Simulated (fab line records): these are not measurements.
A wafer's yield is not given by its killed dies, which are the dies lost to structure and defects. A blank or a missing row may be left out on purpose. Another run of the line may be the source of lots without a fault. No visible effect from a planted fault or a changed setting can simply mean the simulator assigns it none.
Lot-split experiment -- flow n5-finfet -- 21 wafers read across 7 lots, on a route 1938 steps long

== ABOUT THE SPLIT ==
At N5_MIM_TOP_SPUTTER_03 (material TiN, target thk 35 nm, time 89.7 s), the setting time-s was moved away from the recipe's 89.7 s on 8 of the 21 wafers read, by -14.6% to +13.8%. For the rest of the wafers, this setting stayed at what the recipe calls for.

Reading taken at the split's own step.

== THE READING ==
TiN_of_MIM_TOP_SPUTTER_03.thk-nm (the simulator's own value, which no gauge read), in nm, at N5_MIM_TOP_SPUTTER_03 (material TiN, target thk 35 nm, time 89.7 s). No usual value for it is given in the file. Across the 13 wafers here that went through the recipe, the average is 34.9 nm and the standard deviation 0.3 nm.

wafer,"tool, chamber at the split","time-s as run, s",against the recipe,"TiN_of_MIM_TOP_SPUTTER_03.thk-nm, nm",against lot-mates on the recipe
L076.1,"pvd-sputter-03, -",89.7,recipe,34.8,-
L076.4,"pvd-sputter-03, -",89.7,recipe,34.6,-
L076.5,"pvd-sputter-03, -",89.7,recipe,35,-
L080.4,"pvd-sputter-02, -",89.7,recipe,34.6,-
L080.5,"pvd-sputter-02, -",89.7,recipe,34.6,-
L080.6,"pvd-sputter-02, -",89.7,recipe,35.2,-
L079.3,"pvd-sputter-01, -",76.6,-14.6%,30,-5.0
L079.4,"pvd-sputter-01, -",89.7,recipe,35.2,-
L079.6,"pvd-sputter-01, -",89.7,recipe,34.8,-
L084.1,"pvd-sputter-01, -",82.58,-7.9%,32.6,-2.7
L084.4,"pvd-sputter-01, -",89.7,recipe,35.2,-
L084.5,"pvd-sputter-01, -",89.7,recipe,35.4,-
L090.1,"pvd-sputter-02, -",97.64,+8.9%,37.8,+2.8
L090.2,"pvd-sputter-02, -",89.7,recipe,35,-
L090.4,"pvd-sputter-02, -",97.64,+8.9%,38.2,+3.2
L095.1,"pvd-sputter-01, -",89.7,recipe,34.4,-
L095.2,"pvd-sputter-01, -",100,+11.5%,38.8,+4.4
L095.4,"pvd-sputter-01, -",100,+11.5%,38.6,+4.2
L097.1,"pvd-sputter-02, -",102.1,+13.8%,39.8,+5.2
L097.5,"pvd-sputter-02, -",102.1,+13.8%,39.6,+5.0
L097.6,"pvd-sputter-02, -",89.7,recipe,34.6,-

FIT RESULTS
A straight line over all 21 wafers: TiN_of_MIM_TOP_SPUTTER_03.thk-nm changes by +0.337 nm for each +1% of time-s; r = +0.99; the points scatter about the line by 0.28 nm.
The same after taking each lot's own level away (the mean of its wafers on the recipe; 21 wafers): +0.358 nm for each +1%; r = +1.00; scatter 0.2 nm.
That fit puts the effect of the largest move of time-s on the reading at 5.2 nm.
The lots' own levels span 34.40 to 35.30 nm, that is 3.0 times the standard deviation above.
So the lot-to-lot level changes the slope little: the two slopes agree.
Check: -5.28 nm against its lot-mates is what the line predicts for one of the wafers moved furthest among these (-14.6%) when that wafer is left out of the fit. It came out at -5 nm against them.

== ADDITIONAL SPLITS CARRIED BY THESE WAFERS ==
These wafers also went through other splits before the reading. Each is held against what the fit with the lots' levels taken away leaves over:
other split on the same wafers,wafers away from the commonest value,r with TiN_of_MIM_TOP_SPUTTER_03.thk-nm (lot level and that fit taken away)
N5_BEOL_M15_EXPOSE_07 dose-mj,7,-0.25
N5_MIM_BOT_SPUTTER_00 time-s,8,-0.09

== FILE'S OWN FIT ==
TiN_of_MIM_TOP_SPUTTER_03.thk-nm changes by +0.356 nm for each +1% of time-s, r = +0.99.
